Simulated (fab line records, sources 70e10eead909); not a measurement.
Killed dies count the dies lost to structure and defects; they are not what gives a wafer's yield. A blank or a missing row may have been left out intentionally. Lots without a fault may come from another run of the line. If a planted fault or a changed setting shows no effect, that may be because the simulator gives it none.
A lot that was struck, set against a sound lot	flow nand-harc	40 out of 1302 route steps
Sound: the wafers L955.1, L955.4, L955.6. Struck: wafers L973.3, L973.4, L973.5. Last of all comes the cause.
For every step that has rows: the tool of each side, followed by ch and its chambers, followed by its first start. Under that, the readings that differ: sound wafers	struck wafers	difference of the means	sigmas: that difference in standard deviations of wafers without a fault.
alike: words and numbers the same on both sides, and readings whose means are apart by under 2 such deviations; not compared: readings that were withheld, readings missing a value for some wafer, numbers with overlapping values and no deviation given by the record, and bounds like >300 which may hide the same value.
Wherever a step has rows on one side only, a row that says differs or no value, or a row with sigmas, the two part there. When numbers do not overlap yet have no deviation, they are printed without sigmas and do not part them. A reading that every wafer of one side lacks parts them only if that side has two wafers or more.

first, 3 steps without rows for these wafers: NHARC_A_CONTACT_ETCH_137 (etches the open film in C4F8/O2/Ar, time 311 s, target depth 1912 nm); NHARC_A_CONTACT_ETCH_138 (etches the open film in C4F8/O2/Ar, time 311 s, target depth 1914 nm); NHARC_A_CONTACT_ETCH_139 (etches the open film in C4F8/O2/Ar, time 195 s, target depth 840 nm).
NHARC_A_CONTACT_ETCH_92: etches the open film in CH3F/O2, target depth 40 nm, time 85.7 s.
  sound on rie-diel-12 ch 0,1, day 23 09:41; struck on rie-diel-08 ch 0,1,2, day 29 23:49
  alike: drypump-motor-current-A, oes-product-au, rf-vpp-V, showerhead-plenum-p-Torr, throttle-valve-pct
  not compared: rf-hours-counter-h
NHARC_A_CONTACT_ETCH_98: etches the open film in C4F6/O2, target depth 20 nm, time 10 s.
  sound on rie-diel-12 ch 0,1,2, day 23 09:50; struck on rie-diel-08 ch 0,1,3
  alike: drypump-motor-current-A, oes-product-au, rf-vpp-V, showerhead-plenum-p-Torr, throttle-valve-pct
  not compared: rf-hours-counter-h
NHARC_A_CONTACT_CD_MEAS_15:
  sound: cd-sem-03 at day 23 09:55; struck: cd-sem-01 at day 30 00:02
reading	sound	struck	difference	sigmas
cd-nm (nm)	189.8 189.3 189.6	190.6 191.2 190.5	+1.2	+2
then, 6 steps without rows for these wafers: NHARC_A_CONTACT_STRIP_107 (strips in N2/H2); NHARC_A_CONTACT_STRIP_108 (strips in CF4/CHF3); NHARC_A_CONTACT_STRIP_109 (strips in O2/COS); NHARC_A_CONTACT_ETCH_110 (etches the open film in CF4/O2, target depth 60 nm, overetch 6 nm, time 33 s); NHARC_A_CONTACT_STRIP_26 (strips in O2); NHARC_A_CONTACT_STRIP_27 (strips in post etch residue remover, time 600 s).
NHARC_A_CONTACT_ALD_18: deposits TiN, target thk 3 nm, pulse time 1 s, ald cycles 150.
  sound on ald-metal-04 ch 2,3, day 23 11:11; struck on ald-metal-04 ch 0,1, day 30 00:58
  alike: heater-power-w, precursor-pulse-height-rel
NHARC_A_CONTACT_CVD_19: deposits W, target thk 300 nm, time 802 s.
  sound on cvd-w-02 ch 0,1; struck on cvd-w-01 ch 0,1
  alike: heater-power-w, throttle-valve-pct
then, 12 steps without rows for these wafers: NHARC_A_CONTACT_CMP_20 (polishes, t overpolish 30 s, target thk 300 nm); NHARC_A_CONTACT_SRD_22; NHARC_A_BLC_DEHYDRATE_00 (time 120 s); NHARC_A_BLC_HMDS_01 (time 30 s); NHARC_A_BLC_COAT_02 (time 75 s); NHARC_A_BLC_COAT_03 (time 65 s); NHARC_A_BLC_COAT_04 (resist thk 90 nm); NHARC_A_BLC_SOFTBAKE_05 (time 55 s); NHARC_A_BLC_EBR_06; NHARC_A_BLC_EXPOSE_07 (exposes mask A BLC, target cd 100 nm); NHARC_A_BLC_PEB_08 (peb time 65 s); NHARC_A_BLC_DEVELOP_09 (develop time 35 s).
NHARC_A_BLC_CD_MEAS_10 targets a cd of 100 nm.
  sound on cd-sem-01 ch 0, day 23 13:03; struck on cd-sem-03 ch 0, day 30 02:58
  alike: cd-nm
NHARC_A_BLC_OVL_MEAS_11:
  sound: overlay-02 at day 23 13:08; struck: overlay-02 at day 30 03:04
  alike: overlay-x-nm, overlay-y-nm
then, 2 steps without rows for these wafers: NHARC_A_BLC_DESCUM_15 (chemistry O2, time 3 s); NHARC_A_BLC_ETCH_16 (etches the open film in CF4, target depth 39 nm, time 65 s).
NHARC_A_BLC_ETCH_17: etches the open film in N2/H2, target depth 390 nm, time 609.38 s.
  sound on rie-diel-09 ch 0,3; struck on rie-diel-09 ch 0,1
  alike: drypump-motor-current-A, oes-product-au, rf-vpp-V, showerhead-plenum-p-Torr, throttle-valve-pct
  not compared: rf-hours-counter-h
then, 1 step without rows for these wafers: NHARC_A_BLC_ETCH_18 (etches the open film in C4F8/O2/Ar, target depth 910 nm).
NHARC_A_BLC_CD_MEAS_19:
  sound: cd-sem-01 at day 23 14:12; struck: cd-sem-02 at day 30 04:07
  alike: cd-nm
NHARC_A_BLC_STRIP_29: strips in CF4.
  sound on rie-diel-07 ch 0,3, day 23 14:17; struck on rie-diel-09 ch 0,1,3, day 30 04:11
  alike: drypump-motor-current-A, oes-product-au, rf-vpp-V, showerhead-plenum-p-Torr, throttle-valve-pct
  not compared: rf-hours-counter-h
then, 5 steps without rows for these wafers: NHARC_A_BLC_STRIP_21 (strips in O2); NHARC_A_BLC_STRIP_22 (strips in post etch residue remover, time 600 s); NHARC_A_BLC_DEGAS_30 (time 60 s); NHARC_A_BLC_PRE_CLEAN_31 (time 15 s); NHARC_A_BLC_PVD_32 (deposits Ti, target thk 5 nm, time 17.7 s).
-- jump in the record: it breaks off in module A_BLC and resumes in module END (first step shown: number 1302 of the route), and 2 days separate the struck wafers' starts before and after --
NHARC_END_SORT_01:
  at this point the record logs the struck wafers (prober-02 ch 0, day 32 07:57) and has no rows for the sound ones

## WHERE THEY PART
Earliest at NHARC_A_CONTACT_CD_MEAS_15; latest, in this record, at NHARC_END_SORT_01.

WHY: whatever the simulator had introduced
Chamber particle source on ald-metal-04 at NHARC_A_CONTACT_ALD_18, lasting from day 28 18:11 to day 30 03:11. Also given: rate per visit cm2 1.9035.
